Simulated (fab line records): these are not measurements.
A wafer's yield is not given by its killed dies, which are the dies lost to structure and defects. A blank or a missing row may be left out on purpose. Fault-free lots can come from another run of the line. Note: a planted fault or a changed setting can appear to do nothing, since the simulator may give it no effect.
A lot that was struck, set against a sound lot    flow nandHarc    14 out of 1159 route steps
Sound: the wafers L708.2, L708.5, L708.6. Struck: wafer L716.6 (left out: L716.3, L716.5 of the same lot, which were not struck); the cause appears at the end.
Each step with rows lists, per side, the tool, then ch with its chambers, then its first start. Under that, the readings that differ: sound wafers    struck wafers    difference of the means    sigmas: that difference in standard deviations of wafers without a fault.
alike: readings with means less than 2 such deviations apart, plus words and numbers identical on both sides. not compared: withheld readings, readings lacking a value on some wafer, bounds such as >300 that could conceal the same value, and numbers that have no deviation in the record and whose values overlap.
Wherever a step has rows on one side only, a row that says differs or no value, or a row with sigmas, the two part there. Numbers that don't overlap but have no deviation are shown without sigmas and don't part them. A reading missing from all wafers of one side parts the sides only when that side holds two or more wafers.

NHARC_A_SLIT_ETCH_26: etches the open film in C4F8/O2/Ar, time 90 s, target depth 400 nm.
  sound on harEtch-01 ch 0,1, day 15 13:08; struck on harEtch-02 ch 1, day 18 11:41
  alike: drypumpMotorCurrentA, mfcArSccm, showerheadPlenumPTorr, throttleValvePct
  not compared: rfHoursCounterH
then, 1 step without rows for these wafers: NHARC_A_SLIT_STRIP_28 (strips in O2/COS).
NHARC_A_SLIT_ETCH_29: etches the open film in CF4/O2, target depth 100 nm, overetch 10 nm, time 55 s.
  sound on rieDiel-12 ch 0,2,3, day 15 13:44; struck on rieDiel-08 ch 3, day 18 12:16
  alike: drypumpMotorCurrentA, mfcArSccm, oes_f_703_au, oesProductAu, rfVppV, showerheadPlenumPTorr, throttleValvePct
  not compared: rfHoursCounterH
NHARC_A_SLIT_STRIP_18: strips in O2.
  sound: rieDiel-12 ch 1,2; struck: rieDiel-08 ch 2
  alike: drypumpMotorCurrentA, mfcArSccm, oesProductAu, rfVppV, showerheadPlenumPTorr, throttleValvePct
  not compared: rfHoursCounterH
then, 2 steps without rows for these wafers: NHARC_A_SLIT_PRECLEAN_19 (cleans in SC1); NHARC_A_SLIT_SRD_20.
NHARC_A_SLIT_CD_MEAS_21:
  struck on cdSem-01, day 18 12:47; sound on cdSem-01, day 15 14:16
  alike: cdNm
then, 3 steps without rows for these wafers: NHARC_A_SIN_REMOVE_WET_00 (chemistry H3PO4, time 15300 s); NHARC_A_SIN_REMOVE_PRECLEAN_01 (cleans in SC1); NHARC_A_SIN_REMOVE_SRD_02.
NHARC_A_SIN_REMOVE_INSPECT_04:
  struck on defectInspect-01, day 18 19:17; sound on defectInspect-02, day 15 19:49
reading         sound        struck  difference  sigmas
rawDefectCount  135 187 193  633     +461        +6
NHARC_A_WL_FILL_ALD_00: deposits Al2O3, target thk 3 nm, pulse time 3 s, ald cycles 30.
  sound on aldHk-02 ch 0,1, day 15 19:52; struck on aldHk-02 ch 0, day 18 19:26
reading    sound     struck  difference  sigmas
aldCycles  30 30 30  43      +13         
  alike: heaterPowerW, precursorPulseHeightRel
NHARC_A_WL_FILL_RTA_01: time 5 s.
  sound on rtpAnneal-02 ch 0, day 15 20:21; struck on rtpAnneal-02 ch 0, day 18 19:40
  alike: lampPowerPct, lamp_zone_5_pct, wafer_temp_C_max
after that, 1 step had no rows for these wafers: NHARC_END_SORT_01.

WHERE THEY PART
Only at NHARC_A_SIN_REMOVE_INSPECT_04, within this record. Later steps at which nothing parts them and some readings are alike: NHARC_A_WL_FILL_ALD_00, NHARC_A_WL_FILL_RTA_01.

WHY: what the simulator had put in
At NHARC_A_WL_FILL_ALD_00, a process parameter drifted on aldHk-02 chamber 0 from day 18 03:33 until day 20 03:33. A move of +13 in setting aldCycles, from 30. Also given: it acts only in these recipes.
